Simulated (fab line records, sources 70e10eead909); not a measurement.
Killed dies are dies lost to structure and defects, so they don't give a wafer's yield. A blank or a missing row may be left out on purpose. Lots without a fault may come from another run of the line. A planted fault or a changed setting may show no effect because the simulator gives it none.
Which tool did it? | flow nand_harc | 11 lots, 33 wafers sampled, at 4 steps of a route of 1159

WHAT THE GAUGES READ, wafer by wafer
NHARC_P_M1_INSPECT_27.
lot  | measured     | on                | raw_defect_count
L075 | day 6 14:36  | defect_inspect-01 | 568 450 565
L077 | day 6 18:35  | defect_inspect-01 | 328 377 221
L080 | day 7 21:29  | defect_inspect-01 | 435 377 558
L082 | day 7 22:38  | defect_inspect-02 | 266 402 548
L084 | day 8 07:39  | defect_inspect-02 | 315 182 340
L086 | day 9 11:16  | defect_inspect-02 | 270 236 379
L088 | day 9 10:58  | defect_inspect-01 | 268 287 204
L090 | day 10 07:54 | defect_inspect-01 | 499 335 323
L092 | day 10 13:47 | defect_inspect-01 | 177 140 139
L094 | day 10 23:52 | defect_inspect-02 | 220 226 232
L096 | day 11 11:39 | defect_inspect-02 | 218 221 241

WHICH TOOL RAN EACH LOT (tool, then ch and the chambers of the sampled wafers, then the start)
lot  | NHARC_P_ZERO_WELL_DESCUM_39       | NHARC_P_GATE_STRIP_112               | NHARC_P_M1_ETCH_35
L075 | rie_diel-01 ch 1,2,3, day 1 22:22 | plasma_asher-01 ch 0, day 5 16:00    | rie_diel-07 ch 0,1,3, day 6 12:05
L077 | rie_diel-01 ch 0,1,3, day 2 10:12 | plasma_asher-01 ch 0,1, day 6 00:29  | rie_diel-07 ch 0,1,2, day 6 16:05
L080 | rie_diel-02 ch 0,2,3, day 3 04:18 | plasma_asher-02 ch 0,1, day 7 00:20  | rie_diel-12 ch 1,2,3, day 7 18:58
L082 | rie_diel-02 ch 0,2, day 3 16:26   | plasma_asher-01 ch 1, day 7 01:50    | rie_diel-01 ch 0,1,3, day 7 20:06
L084 | rie_diel-10 ch 0,2,3, day 4 04:17 | plasma_asher-01 ch 0,1, day 7 14:04  | rie_diel-07 ch 1,3, day 8 05:06
L086 | rie_diel-01 ch 0,1,2, day 4 16:16 | plasma_asher-01 ch 0,1, day 8 17:03  | rie_diel-01 ch 0,1,3, day 9 08:31
L088 | rie_diel-01 ch 0,1,2, day 5 04:31 | plasma_asher-01 ch 0,1, day 8 16:26  | rie_diel-12 ch 0,2,3, day 9 07:47
L090 | rie_diel-01 ch 0,2, day 5 16:14   | plasma_asher-02 ch 0,1, day 9 04:44  | rie_diel-12 ch 0,1,3, day 10 05:13
L092 | rie_diel-01 ch 2,3, day 6 04:17   | plasma_asher-02 ch 0,1, day 9 20:56  | rie_diel-12 ch 0,3, day 10 11:19
L094 | rie_diel-02 ch 0,1, day 6 16:08   | plasma_asher-01 ch 0,1, day 10 06:58 | rie_diel-07 ch 2,3, day 10 21:23
L096 | rie_diel-02 ch 0,1,2, day 7 04:13 | plasma_asher-02 ch 0,1, day 10 18:36 | rie_diel-01 ch 0,1,2, day 11 09:10
- NHARC_P_ZERO_WELL_DESCUM_39: chemistry O2, time 3 s.
- NHARC_P_GATE_STRIP_112: strips in N2/H2, time 200 s.
- NHARC_P_M1_ETCH_35: etches the open film in N2/H2, target depth 40 nm, overetch 12 nm, time 43.94 s.

THE ANSWER, worked out from the rows above alone
Rule: what is usual is taken from the lots themselves. Put in order of their means at a reading, lots are off if they are a third of the lots or fewer, leave a main group of 4 or more, and stand apart from it by a gap of 3 or more times the standard deviation of the main group's means; of several such gaps the widest counts. A main group whose means are all the same, to the digits that the tables above print for the reading, isn't used. A lot without any number at a reading at which 4 lots or more have one is off too. The other lots that the step has rows for count as sound.
No lot is off at any reading shown: from this, nothing can be told.

WHAT THE SIMULATOR HAD PUT IN
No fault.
